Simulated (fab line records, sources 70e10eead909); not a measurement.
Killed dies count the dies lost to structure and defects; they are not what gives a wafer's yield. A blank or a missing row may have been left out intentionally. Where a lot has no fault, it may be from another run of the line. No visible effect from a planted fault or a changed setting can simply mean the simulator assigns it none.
A struck lot beside a sound one	flow nandHarc	14 out of 1159 route steps
Sound: these wafers, L974.2, L974.3, L974.4. Struck: wafer L991.1. (L991.2, L991.3 of the same lot were not struck and are left out.) The cause comes at the end.
Per side, at each step with rows, come the tool, then ch with its chambers, and then its first start. Under that, the readings that differ: sound wafers	struck wafers	difference of the means	sigmas: that difference in standard deviations of wafers without a fault.
alike: a reading whose means differ by less than 2 such deviations, as well as words and numbers matching on both sides. not compared: withheld readings; readings where some wafer has no value; bounds like >300 that might hide an equal value; numbers whose values overlap and for which the record gives no deviation.
Wherever a step has rows on one side only, a row that says differs or no value, or a row with sigmas, the two part there. Numbers that don't overlap but have no deviation are shown without sigmas and don't part them. A reading missing from all wafers of one side parts the sides only when that side holds two or more wafers.

first, 1 step without rows for these wafers: NHARC_A_STAIRCASE_TRIM_12 (chemistry O2, time 211.2 s).
NHARC_A_STAIRCASE_ETCH_13: etches the open film in C4F8/O2, target depth 100 nm, time 40.5 s.
  sound on rieDiel-02 ch 0,2,3; struck on rieDiel-02 ch 2
reading	sound	struck	difference	sigmas
oesProductAu (a.u.)	0.961 0.946 0.937	0.914	-0.034	-2
rfHoursCounterH (h)	29 28 25	0	-27	
  alike: biasW, rfVppV
then, 2 steps without rows for these wafers: NHARC_A_STAIRCASE_TRIM_14 (chemistry O2, time 211.2 s); NHARC_A_STAIRCASE_ETCH_15 (etches the open film in C4F8/O2, target depth 100 nm, time 40.5 s).
NHARC_A_STAIRCASE_TRIM_16: chemistry O2, time 211.2 s.
  sound on rieDiel-02 ch 0,2,3; struck on rieDiel-02 ch 1
reading	sound	struck	difference	sigmas
rfHoursCounterH (h)	28 29 25	1	-26	
showerheadPlenumPTorr (Torr)	3.34 3.34 3.47	3.70	+0.32	+3
  alike: drypumpMotorCurrentA, mfcArSccm, oesProductAu, rfVppV, throttleValvePct
then, 1 step without rows for these wafers: NHARC_A_STAIRCASE_ETCH_17 (etches the open film in C4F8/O2, target depth 100 nm, time 40.5 s).
NHARC_A_STAIRCASE_TRIM_18: chemistry O2, time 211.2 s.
  sound on rieDiel-02 ch 1,2,3; struck on rieDiel-02 ch 0
reading	sound	struck	difference	sigmas
oesProductAu (a.u.)	0.979 0.960 0.996	1.010	+0.032	+2
rfHoursCounterH (h)	25 26 29	1	-26	
  alike: drypumpMotorCurrentA, mfcArSccm, rfVppV, showerheadPlenumPTorr, throttleValvePct
NHARC_A_STAIRCASE_ETCH_19: etches the open film in C4F8/O2, target depth 100 nm, time 40.5 s.
  sound on rieDiel-02 ch 0,2,3; struck on rieDiel-02 ch 2
reading	sound	struck	difference	sigmas
rfHoursCounterH (h)	28 25 29	1	-26	
  alike: biasW, oesProductAu, rfVppV
NHARC_A_STAIRCASE_TRIM_20: chemistry O2, time 211.2 s.
  sound on rieDiel-02 ch 0,1,2, day 10 17:25; struck on rieDiel-02 ch 0, day 15 03:08
reading	sound	struck	difference	sigmas
rfHoursCounterH (h)	26 25 28	1	-25	
  alike: drypumpMotorCurrentA, mfcArSccm, oesProductAu, rfVppV, showerheadPlenumPTorr, throttleValvePct
then, 2 steps without rows for these wafers: NHARC_A_STAIRCASE_ETCH_21 (etches the open film in C4F8/O2, target depth 100 nm, time 40.5 s); NHARC_A_STAIRCASE_TRIM_22 (chemistry O2, time 211.2 s).
NHARC_A_STAIRCASE_ETCH_23: etches the open film in C4F8/O2, target depth 100 nm, time 40.5 s.
  sound on rieDiel-02 ch 0,1,2, day 10 17:51; struck on rieDiel-02 ch 0, day 15 03:37
reading	sound	struck	difference	sigmas
biasW (W)	998 1006 1003	994	-8	-3
oesProductAu (a.u.)	0.941 0.923 0.914	0.752	-0.174	-16
rfHoursCounterH (h)	28 26 26	2	-25	
  alike: rfVppV
then, 1 step without rows for these wafers: NHARC_A_STAIRCASE_TRIM_24 (chemistry O2, time 211.2 s).
-- break in the record here, with 9 days between the starts of the struck wafers on either side (left off in module A_STAIRCASE, picked up again in module END, where the first step shown is number 1159 on the route) --
NHARC_END_SORT_01:
  at this point the record logs the struck wafers (prober-02 ch 0, day 24 13:34) and has no rows for the sound ones

## WHERE THEY PART
At NHARC_A_STAIRCASE_ETCH_13 first; at NHARC_END_SORT_01 last (within this record only).

WHY: the cause the simulator had injected
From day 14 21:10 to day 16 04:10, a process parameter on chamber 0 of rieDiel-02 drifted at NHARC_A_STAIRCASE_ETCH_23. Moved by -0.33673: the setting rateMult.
